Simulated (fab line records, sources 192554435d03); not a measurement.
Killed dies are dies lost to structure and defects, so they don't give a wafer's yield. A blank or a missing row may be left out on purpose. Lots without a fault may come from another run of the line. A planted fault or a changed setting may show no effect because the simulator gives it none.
Split-lot experiment | flow n5_finfet | 7 lots, 39 wafers read, on a route of 1938 steps

THE SPLIT
At N5_HKMG_FIN_ETCH_54 (etches SiARC in CF4, target depth 45.5 nm, time 75.8 s), the setting source_w was moved away from the recipe's 545 W on 18 of the 39 wafers read, by -12.3% to +15.8%. The other wafers ran this setting at the recipe's value.

The reading is taken at the split's own step.

THE READING
rf_vpp_V, in V, at N5_HKMG_FIN_ETCH_54 (etches SiARC in CF4, target depth 45.5 nm, time 75.8 s). Fault-free wafers of this fab line usually give 184.0 V, standard deviation 1.1 V.

wafer  | tool, chamber at the split | source_w as run, W | against the recipe | rf_vpp_V, V | against lot-mates on the recipe
L081.1 | rie_diel-06, 2             | 478.1              | -12.3%             | 192.2       | +8.7
L081.2 | rie_diel-06, 0             | 478.1              | -12.3%             | 191.2       | +7.7
L081.3 | rie_diel-06, 3             | 545                | recipe             | 183.5       | -
L081.4 | rie_diel-06, 0             | 545                | recipe             | 183.8       | -
L081.5 | rie_diel-06, 2             | 545                | recipe             | 183.2       | -
L081.6 | rie_diel-06, 3             | 478.1              | -12.3%             | 193.3       | +9.8
L084.1 | rie_diel-04, 3             | 545                | recipe             | 184.5       | -
L084.2 | rie_diel-04, 2             | 545                | recipe             | 183.0       | -
L084.3 | rie_diel-04, 0             | 607.5              | +11.5%             | 174.9       | -9.0
L084.4 | rie_diel-04, 1             | 607.5              | +11.5%             | 176.9       | -7.0
L084.5 | rie_diel-04, 3             | 545                | recipe             | 184.2       | -
L084.6 | rie_diel-04, 0             | 607.5              | +11.5%             | 177.7       | -6.2
L085.1 | rie_diel-06, 2             | 545                | recipe             | 183.4       | -
L085.2 | rie_diel-06, 0             | 592                | +8.6%              | 179.6       | -4.2
L085.3 | rie_diel-06, 3             | 545                | recipe             | 184.5       | -
L085.4 | rie_diel-06, 3             | 592                | +8.6%              | 178.5       | -5.3
L085.5 | rie_diel-06, 0             | 545                | recipe             | 183.4       | -
L085.6 | rie_diel-06, 2             | 592                | +8.6%              | 178.8       | -5.0
L086.1 | rie_diel-02, 2             | 482.9              | -11.4%             | 192.3       | +8.0
L086.2 | rie_diel-02, 1             | 545                | recipe             | 184.3       | -
L086.3 | rie_diel-02, 0             | 545                | recipe             | 184.9       | -
L086.4 | rie_diel-02, 3             | 482.9              | -11.4%             | 194.0       | +9.7
L086.5 | rie_diel-02, 1             | 482.9              | -11.4%             | 192.0       | +7.7
L086.6 | rie_diel-02, 0             | 545                | recipe             | 183.8       | -
L089.1 | rie_diel-06, 2             | 545                | recipe             | 182.0       | -
L089.2 | rie_diel-06, 3             | 545                | recipe             | 183.4       | -
L089.3 | rie_diel-06, 0             | 631                | +15.8%             | 175.8       | -7.2
L089.4 | rie_diel-06, 3             | 631                | +15.8%             | 174.5       | -8.5
L089.5 | rie_diel-06, 2             | 545                | recipe             | 183.5       | -
L089.6 | rie_diel-06, 0             | 631                | +15.8%             | 175.8       | -7.2
L091.1 | rie_diel-02, 0             | 545                | recipe             | 184.2       | -
L091.2 | rie_diel-02, 2             | 545                | recipe             | 183.0       | -
L091.6 | rie_diel-02, 3             | 545                | recipe             | 186.0       | -
L092.1 | rie_diel-04, 0             | 545                | recipe             | 182.9       | -
L092.2 | rie_diel-04, 2             | 545                | recipe             | 181.7       | -
L092.3 | rie_diel-04, 1             | 483.5              | -11.3%             | 192.6       | +10.3
L092.4 | rie_diel-04, 3             | 483.5              | -11.3%             | 191.3       | +9.0
L092.5 | rie_diel-04, 1             | 483.5              | -11.3%             | 192.8       | +10.5
L092.6 | rie_diel-04, 2             | 545                | recipe             | 182.2       | -

THE FIT
A straight line over all 39 wafers: rf_vpp_V changes by -0.649 V for each +1% of source_w; r = -0.98; the points scatter about the line by 1.2 V.
The same after taking each lot's own level away (the mean of its wafers on the recipe; 39 wafers): -0.652 V for each +1%; r = -0.98; scatter 1.2 V.
On that fit, the largest move of source_w shifts the reading by 10 V.
The lots' own levels span 182.27 to 184.40 V, that is 1.9 times the standard deviation above.
So the lot-to-lot level changes the slope little: the two slopes agree.
Check: with one of the wafers moved furthest among these (+15.8%) left out of the fit, the line predicts -10 V for it against its lot-mates. It came out at -7.17 V against them.
Tool readings at the split's step, against how far the setting was moved: etch_rf_on_time_s r = -0.96; rf_vpp_V r = -0.98.

OTHER SPLITS ON THESE WAFERS
These wafers also went through other splits before the reading. Each is held against what the fit with the lots' levels taken away leaves over:
other split on the same wafers       | wafers away from the commonest value | r with rf_vpp_V (lot level and that fit taken away)
N5_WELL_APT_EPI_41 target_thk_a      | 15                                   | -0.17
N5_DUMMY_GATE_EXPOSE_12 dose_mj      | 15                                   | -0.10
N5_DUMMY_GATE_ETCH_37 source_w       | 6                                    | -0.19
N5_DUMMY_GATE_ETCH_31 target_depth_a | 12                                   | +0.06
N5_DUMMY_GATE_ETCH_32 time_s         | 15                                   | -0.25
N5_HKMG_FIN_HK_ALD_01 ald_cycles     | 9                                    | +0.00

THE WHOLE CHAIN: every reading that the file lists as answering this split, in the file's order
step                | what it does                                           | reading           | change (the file's fit)              | r (the file's)
N5_HKMG_FIN_ETCH_54 | etches SiARC in CF4, target depth 45.5 nm, time 75.8 s | etch_rf_on_time_s | withheld for each +1% of the setting | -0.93
N5_HKMG_FIN_ETCH_54 | etches SiARC in CF4, target depth 45.5 nm, time 75.8 s | rf_vpp_V          | -0.651 V for each +1% of the setting | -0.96

THE FILE'S OWN FIT
rf_vpp_V changes by -0.651 V for each +1% of source_w, r = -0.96.
